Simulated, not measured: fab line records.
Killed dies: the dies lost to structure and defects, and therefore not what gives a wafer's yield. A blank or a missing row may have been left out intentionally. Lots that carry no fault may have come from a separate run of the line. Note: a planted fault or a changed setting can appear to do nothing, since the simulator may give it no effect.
Matching of chambers	flow nandHarc	NHARC_A_CONTACT_DEP_58 on pecvd-01 has 3 sister chambers
The step deposits SiON, target thk 90 nm. 6 wafers are shown with their chamber, then 12 later ones without.

## WAFERS PAIRED WITH THEIR CHAMBERS
wafer	chamber	heaterPowerW (W)	rfFwdPowerW (W)
L087.6	1	661	348.3
L089.2	1	725	349.7
L089.4	2	629	350.2
L092.1	2	756	348.3
L092.3	0	993	349.1
L092.4	0	1012	347.8

## WAFERS WITHOUT THEIR CHAMBER
wafer	heaterPowerW (W)	rfFwdPowerW (W)
L093.1	754	349.3
L093.2	722	349.6
L093.4	726	349.2
L094.1	829	347.0
L094.2	876	350.4
L094.5	616	347.0
L097.2	749	348.8
L097.5	764	349.8
L097.6	729	349.0
L096.1	811	348.3
L096.2	746	347.9
L096.6	752	348.1

## WHICH CHAMBER EACH WENT THROUGH
wafer	from the rows above	in truth
L093.1	can't be placed: 2 or 1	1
L093.2	can't be placed: 2 or 1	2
L093.4	can't be placed: 2 or 1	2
L094.1	can't be placed: 1 or 2 or 0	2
L094.2	can't be placed: 0 or 2 or 1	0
L094.5	can't be placed: 1 or 2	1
L097.2	can't be placed: 1 or 2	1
L097.5	can't be placed: 2 or 1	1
L097.6	can't be placed: 1 or 2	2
L096.1	can't be placed: 1 or 2 or 0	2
L096.2	can't be placed: 1 or 2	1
L096.6	can't be placed: 1 or 2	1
Correct placement for 0 of the 12. Not placeable from these rows: 12 (in 12, the candidates include the true chamber). Number placed wrongly: 0.
How it was worked out, from the rows above alone: a wafer's distance from a chamber is the root of the sum, over the readings, of the square of ((its reading less the chamber's mean) divided by the reading's scatter). The wafer belongs to the nearest chamber; if the next one is less than 2 further off, it can't be placed. The mean given for a chamber averages the wafers shown for that chamber. The scatter: take each reading less its chamber's mean, square it, sum over the shown wafers, divide by the number of wafers less the number of chambers, and take the root.
